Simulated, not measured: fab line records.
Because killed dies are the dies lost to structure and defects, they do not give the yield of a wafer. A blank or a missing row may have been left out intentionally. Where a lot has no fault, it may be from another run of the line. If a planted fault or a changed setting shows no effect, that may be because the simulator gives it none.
fab line records | flow n5-finfet | part 2 of 2: steps 5 to 6 of 6
record: lots: 24 wafers: 72 last-day: 17
route steps=1938 shown SDB@373 DUMMY_REMOVAL@381 HKMG_FIN@402
lots with no fault: from the same line, run without faults
start-h: start of the lot's first displayed wafer, in hours after the record's first day | wait-h: hours elapsed since this lot's preceding step | " same as the row above | L1.1+2: one row covering several wafers at once | - value missing, or start not given | * or withheld: withheld | < > ~ a bound
route shown NAME@n: NAME is a module with steps in the file, n the number in the route of the first one | usual: average and standard deviation across the fault-free wafers | same: alike in all rows | chamber/n: place in a boat | sites: the reading at each site | _std_site: the standard deviation of these | _edge_site: the outer-site mean with the inner-site mean subtracted | radius-mm: how far each site lies from the wafer's centre | mask NAME#n: copy n | behind: the tool/chamber that last shaped the wafer | hold: the reason the lot was held/the length of the hold in hours/how it ended | device: names the non-switching transistor (n, p or np) | end of line: tests of these same wafers at the route's end | a step without rows: its recipe alone | killed: the dies lost at the first sort to structure and to defects; this is not the yield of the wafer | map: a wafer's dies, marking killed ones x, the rest . and places with no die _
set.NAME: the setting as run; set.NAME@STEP: as run at that earlier step | model.NAME: the simulator's own value behind a step, which no gauge read
route steps across a sampled set of lots; one table per step, one row per wafer
services: the hour from which a tool's chamber was out of use, counted from the record's first day as start-h (under 0 if before that day), plus the number of hours and why
== steps ==
step: N5_HKMG_FIN_ETCH_35
recipe: chemistry: N2/H2 target: SOC target-depth-a: 2158 ion-energy-ev: 65 bias-w: 5 source-w: 3000 time-s: 243.4 pressure-mtorr: 30 n2-flow-sccm: 200 h2-flow-sccm: 200
usual: drypump-motor-current-A: 5.7/0.6 oes-product-au: 0.77/0.085 rf-vpp-V: 141.6/1.1 showerhead-plenum-p-Torr: 2.54/0.095 throttle-valve-pct: 17.96/0.28
same: time-s: 243.4
columns lot.wafer tool chamber start-h wait-h drypump-motor-current-A oes-product-au rf-hours-counter-h rf-vpp-V showerhead-plenum-p-Torr throttle-valve-pct
L074.2 rie-diel-05 2 78.37 0.0 5.3 0.93 10 141.5 2.60 17.36
L074.3 " 0 " " 4.8 0.73 204 140.8 2.42 18.04
L074.5 " 0 " " 4.8 0.72 - 140.5 2.42 18.03
L075.1 rie-diel-06 2 81.23 0.0 5.1 0.83 52 142.7 2.71 17.62
L075.3 " 1 " " 4.8 0.73 175 143.0 2.52 17.85
L075.5 " 1 " " 4.8 0.73 - 140.9 2.52 17.86
L076.1 rie-diel-06 3 86.23 0.0 5.9 0.84 60 141.1 2.59 17.75
L076.3 " 2 " " 5.1 0.82 54 142.2 2.70 17.63
L076.5 " 2 " " 5.1 0.82 - 143.2 2.70 17.63
L077.1 rie-diel-04 0 93.47 0.0 6.7 0.76 155 142.5 2.65 17.84
L077.3 " 2 " " 5.6 0.67 226 140.7 2.50 18.01
L077.6 " 1 " " 5.9 0.74 - 141.0 2.62 18.34
L078.1 rie-diel-05 0 103.01 0.0 4.8 0.71 213 140.8 2.41 18.04
L078.3 " 1 " " 5.3 0.70 225 140.4 2.41 18.31
L078.6 " 2 " " 5.3 0.91 - 141.8 2.59 17.37
L079.1 rie-diel-06 0 108.32 0.0 6.2 0.71 219 141.2 2.52 18.25
L079.3 " 2 " " 5.1 0.82 61 142.0 2.70 17.64
L079.6 " 2 " " 5.1 0.82 - 142.9 2.70 17.65
L080.1 rie-diel-05 3 115.43 0.0 6.3 0.70 244 141.8 2.62 18.07
L080.3 " 0 " " 4.8 0.71 218 139.4 2.41 18.06
L080.5 " 0 " " 4.8 0.71 - 141.3 2.41 18.05
L081.2 rie-diel-05 1 118.20 0.0 5.3 0.69 230 140.8 2.41 18.33
L081.3 " 2 " " 5.3 0.89 24 141.9 2.59 17.40
L081.5 " 2 " " 5.3 0.90 - 143.4 2.59 17.39
L082.1 rie-diel-04 3 127.64 0.0 6.2 0.78 103 140.5 2.45 18.16
L082.2 " 1 " " 5.9 0.73 216 141.2 2.61 18.35
L082.3 " 0 " " 6.7 0.75 166 142.0 2.65 17.87
L083.2 rie-diel-04 0 132.17 0.0 6.7 0.75 168 141.5 2.64 17.88
L083.4 " 2 " " 5.7 0.66 240 142.4 2.49 18.01
L083.5 " 3 " " 6.2 0.78 - 140.9 2.45 18.15
L084.2 rie-diel-04 3 134.52 0.0 6.2 0.78 106 141.4 2.45 18.15
L084.3 " 1 " " 5.9 0.72 219 142.6 2.61 18.37
L084.5 " 3 " " 6.3 0.79 - 143.0 2.45 18.15
L085.3 rie-diel-05 0 142.36 0.0 4.8 0.71 228 141.0 2.41 18.07
L085.4 " 1 " " 5.3 0.69 - 141.0 2.41 18.33
L085.6 " 2 " " 5.3 0.88 - 141.9 2.59 17.39
L086.1 rie-diel-04 3 147.04 0.0 6.2 0.77 111 140.6 2.45 18.17
L086.3 " 2 " " 5.7 0.66 246 142.1 2.49 18.02
L086.4 " 0 " " 6.7 0.75 171 141.1 2.64 17.88
L087.1 rie-diel-06 1 152.48 0.0 4.8 0.71 197 141.1 2.51 17.89
L087.3 " 2 " " 5.1 0.80 79 142.6 2.69 17.67
L087.6 " 3 " " 5.9 0.80 - 142.6 2.58 17.81
L088.1 rie-diel-05 3 158.68 0.0 6.3 0.98 2 143.6 2.62 17.71
L088.3 " 1 " " 5.3 0.69 246 140.1 2.40 18.35
L088.5 " 3 " " 6.4 0.98 - 142.2 2.62 17.71
L089.4 rie-diel-04 0 166.02 0.1 6.7 0.75 - 142.4 2.64 17.88
L089.5 " 3 " " 6.2 0.77 - 140.8 2.45 18.17
L089.6 " 1 " " 5.8 0.72 - 140.8 2.60 18.38
L090.1 rie-diel-04 1 170.31 0.0 5.9 0.71 233 142.7 2.60 18.38
L090.2 " 3 " " 6.2 0.76 121 140.9 2.45 18.17
L090.5 " 1 " " 5.8 0.71 - 140.7 2.60 18.39
L091.2 rie-diel-05 0 178.04 0.0 4.8 0.70 242 141.4 2.40 18.10
L091.3 " 2 " " 5.3 0.85 48 142.6 2.58 17.43
L091.4 " 0 " " 4.8 0.69 - 141.4 2.40 18.10
L092.2 rie-diel-06 1 183.62 0.0 4.8 0.70 208 140.8 2.50 17.92
L092.5 " 0 " " 6.3 0.69 - 141.5 2.51 18.30
L092.6 " 3 " " 5.9 0.78 - 141.8 2.57 17.80
L093.2 rie-diel-04 1 192.23 0.0 5.9 0.71 242 142.9 2.60 18.40
L093.4 " 0 " " 6.7 0.73 189 141.1 2.64 17.90
L093.5 " 2 " " 5.7 0.95 - 140.2 2.49 17.63
L094.1 rie-diel-05 3 196.63 0.0 6.3 0.94 15 140.8 2.61 17.73
L094.4 " 1 " " 5.3 0.98 4 143.5 2.72 17.96
L094.6 " 3 " " 6.3 0.94 - 141.4 2.61 17.74
L095.1 rie-diel-05 2 200.20 0.0 5.3 0.84 56 142.6 2.58 17.44
L095.3 " 0 " " 4.8 0.69 250 140.5 2.40 18.12
L095.4 " 1 " " 5.3 0.98 5 142.4 2.72 17.95
L096.1 rie-diel-04 0 213.79 0.0 6.7 0.74 195 140.7 2.63 17.93
L096.3 " 2 " " 5.7 0.93 11 140.9 2.48 17.67
L096.4 " 3 " " 6.2 0.75 136 141.7 2.44 18.19
L097.2 rie-diel-06 3 220.13 0.0 5.9 0.78 112 140.6 2.56 17.85
L097.5 " 3 " " 5.9 0.79 - 142.3 2.56 17.83
L097.6 " 2 " " 5.1 0.77 - 143.6 2.68 17.72
step: N5_HKMG_FIN_STRIP_89
recipe: chemistry: N2/H2 material: SOC time-s: 20 power-w: 500 temp-c: 40 pressure-mtorr: 50 rf-frequency-hz: 6e+07 bias-power-w: 8 h2-frac: 0.5 n2-flow-sccm: 300 h2-flow-sccm: 300
usual: drypump-motor-current-A: 5.8/0.59 oes-product-au: 0.76/0.076 rf-vpp-V: 54.2/0.88 showerhead-plenum-p-Torr: 3.38/0.11 throttle-valve-pct: 19.2/0.34
same: time-s: 20
columns lot.wafer tool chamber start-h wait-h drypump-motor-current-A oes-product-au rf-hours-counter-h rf-vpp-V showerhead-plenum-p-Torr throttle-valve-pct
L074.2 rie-diel-04 3 79.46 0.0 6.2 0.80 88 54.3 3.25 19.8
L074.3 " 0 " " 6.7 0.76 150 54.6 3.50 19.2
L074.5 " 1 " " 5.9 0.74 - 55.2 3.45 19.4
L075.1 rie-diel-06 3 82.33 0.0 5.9 0.83 59 53.0 3.42 18.8
L075.3 " 0 " " 6.3 0.72 210 53.4 3.34 19.2
L075.5 " 1 " " 4.8 0.73 - 54.8 3.33 18.9
L076.1 rie-diel-06 1 87.31 0.0 4.8 0.74 178 54.8 3.33 18.9
L076.3 " 0 " " 6.2 0.71 212 53.9 3.34 19.2
L076.5 " 0 " " 6.2 0.72 - 52.8 3.34 19.2
L077.1 rie-diel-05 2 94.65 0.0 5.3 0.92 16 53.7 3.42 18.4
L077.3 " 1 " " 5.3 0.70 222 53.7 3.19 19.6
L077.6 " 1 " " 5.3 0.69 - 53.9 3.19 19.7
L078.1 rie-diel-05 1 104.09 0.0 5.4 0.69 225 53.0 3.19 19.7
L078.3 " 2 " " 5.3 0.91 19 54.9 3.42 18.4
L078.6 " 3 " " 6.3 0.69 - 54.4 3.46 19.2
L079.1 rie-diel-06 2 109.48 0.0 5.1 0.80 62 54.3 3.56 19.2
L079.3 " 3 " " 5.8 0.80 68 54.9 3.41 18.8
L079.6 " 3 " " 5.9 0.81 - 55.3 3.41 18.9
L080.1 rie-diel-04 3 116.51 0.0 6.2 0.79 100 53.6 3.25 19.8
L080.3 " 1 " " 5.9 0.73 212 52.5 3.45 19.4
L080.5 " 1 " " 5.9 0.74 - 54.2 3.45 19.4
L081.2 rie-diel-04 0 119.29 0.0 6.7 0.74 163 55.0 3.49 19.2
L081.3 " 1 " " 5.9 0.74 213 53.3 3.45 19.4
L081.5 " 2 " " 5.7 0.66 - 54.8 3.30 19.1
L082.1 rie-diel-04 0 128.72 0.0 6.7 0.74 167 54.0 3.49 19.2
L082.2 " 3 " " 6.2 0.79 104 54.6 3.25 19.8
L082.3 " 2 " " 5.7 0.66 239 54.4 3.30 19.1
L083.2 rie-diel-06 2 133.44 0.0 5.1 0.80 70 55.2 3.55 19.3
L083.4 " 3 " " 5.9 0.81 - 54.3 3.41 18.9
L083.5 " 0 " " 6.2 0.71 - 53.7 3.33 19.2
L084.2 rie-diel-05 1 135.60 0.0 5.3 0.69 237 53.4 3.19 19.7
L084.3 " 2 " " 5.3 0.89 31 54.5 3.41 18.4
L084.5 " 0 " " 4.8 0.70 - 53.6 3.19 19.2
L085.3 rie-diel-04 1 143.46 0.0 5.9 0.73 222 54.8 3.44 19.4
L085.4 " 1 " " 5.9 0.73 - 56.3 3.44 19.4
L085.6 " 2 " " 5.7 0.65 - 53.7 3.29 19.2
L086.1 rie-diel-04 1 148.13 0.0 5.9 0.73 225 54.2 3.44 19.5
L086.3 " 3 " " 6.3 0.76 112 54.2 3.24 19.8
L086.4 " 0 " " 6.7 0.74 171 54.4 3.49 19.2
L087.1 rie-diel-06 3 153.55 0.0 5.9 0.79 86 55.0 3.40 18.9
L087.3 " 2 " " 5.1 0.80 80 55.7 3.55 19.2
L087.6 " 3 " " 5.9 0.79 - 54.8 3.40 18.9
L088.1 rie-diel-06 0 159.76 0.0 6.2 0.70 236 53.4 3.32 19.3
L088.3 " 3 " " 5.9 0.79 88 55.0 3.40 18.9
L088.5 " 0 " " 6.3 0.71 - 55.2 3.32 19.2
L089.4 rie-diel-04 3 167.06 0.0 6.2 0.76 - 54.1 3.24 19.8
L089.5 " 1 " " 5.9 0.71 - 55.0 3.44 19.4
L089.6 " 0 " " 6.7 0.74 - 54.2 3.48 19.2
L090.1 rie-diel-04 3 171.52 0.0 6.2 0.76 121 54.5 3.24 19.8
L090.2 " 1 " " 5.9 0.72 234 55.1 3.44 19.5
L090.5 " 3 " " 6.3 0.76 - 52.6 3.24 19.8
L091.2 rie-diel-04 1 179.12 0.0 5.9 0.71 238 55.0 3.43 19.5
L091.3 " 0 " " 6.7 0.73 185 52.5 3.48 19.2
L091.4 " 3 " " 6.3 0.75 - 54.2 3.23 19.8
L092.2 rie-diel-04 3 184.71 0.0 6.2 0.75 127 54.0 3.23 19.8
L092.5 " 2 " " 5.7 0.97 - 55.6 3.29 18.8
L092.6 " 1 " " 5.9 0.71 - 55.5 3.43 19.5
L093.2 rie-diel-05 2 193.35 0.0 5.3 0.85 53 52.7 3.40 18.4
L093.4 " 1 " " 5.4 0.98 3 54.8 3.58 19.3
L093.5 " 0 " " 4.8 0.69 - 53.7 3.18 19.3
L094.1 rie-diel-06 2 197.81 0.0 5.1 0.77 96 55.4 3.54 19.3
L094.4 " 1 " " 4.8 0.70 - 52.2 3.31 18.9
L094.6 " 2 " " 5.1 0.76 - 54.8 3.54 19.3
L095.1 rie-diel-06 1 201.27 0.0 4.8 0.70 216 55.1 3.31 19.0
L095.3 " 2 " " 5.1 0.78 98 54.1 3.54 19.3
L095.4 " 3 " " 5.9 0.78 - 54.2 3.39 18.9
L096.1 rie-diel-04 0 214.86 0.0 6.7 0.72 196 55.4 3.47 19.2
L096.3 " 3 " " 6.3 0.74 136 53.5 3.23 19.8
L096.4 " 2 " " 5.7 0.92 - 53.4 3.28 18.8
L097.2 rie-diel-05 0 221.21 0.0 4.8 1.02 2 54.2 3.58 18.9
L097.5 " 2 " " 5.3 0.84 - 53.5 3.40 18.5
L097.6 " 1 " " 5.3 0.95 - 55.4 3.58 19.3
== services ==
columns tool chamber start-h hours kind
ald-sin-02 0 48.26 1.7 repair
ald-metal-02 - 52.47 0.3 repair
ald-sin-02 - 54.31 6.1 pm
ald-metal-02 1 55.05 24.0 repair
rie-diel-05 - 61.60 0.2 repair
ald-sin-02 3 69.88 3.5 repair
ald-sin-01 - 85.43 14.0 pm
ald-metal-03 2 90.92 1.9 repair
ald-sin-02 3 95.33 2.5 repair
ald-sin-01 - 103.42 0.9 repair
rie-diel-04 0 138.65 5.3 repair
ald-sin-04 0 141.81 9.5 repair
rie-diel-06 0 147.08 5.7 repair
rie-diel-04 2 159.67 - clean
rie-diel-04 2 159.67 - consumable-replace:focus-ring
rie-diel-04 2 159.67 21.8 scheduled-down
rie-diel-04 2 159.67 21.8 vent-cycle
ald-metal-02 - 185.64 8.7 pm
rie-diel-06 0 197.25 - clean
rie-diel-06 0 197.25 - consumable-replace:focus-ring
rie-diel-06 0 197.25 35.3 scheduled-down
rie-diel-06 0 197.25 35.3 vent-cycle
rie-diel-04 1 214.39 - clean
rie-diel-04 1 214.39 - consumable-replace:focus-ring
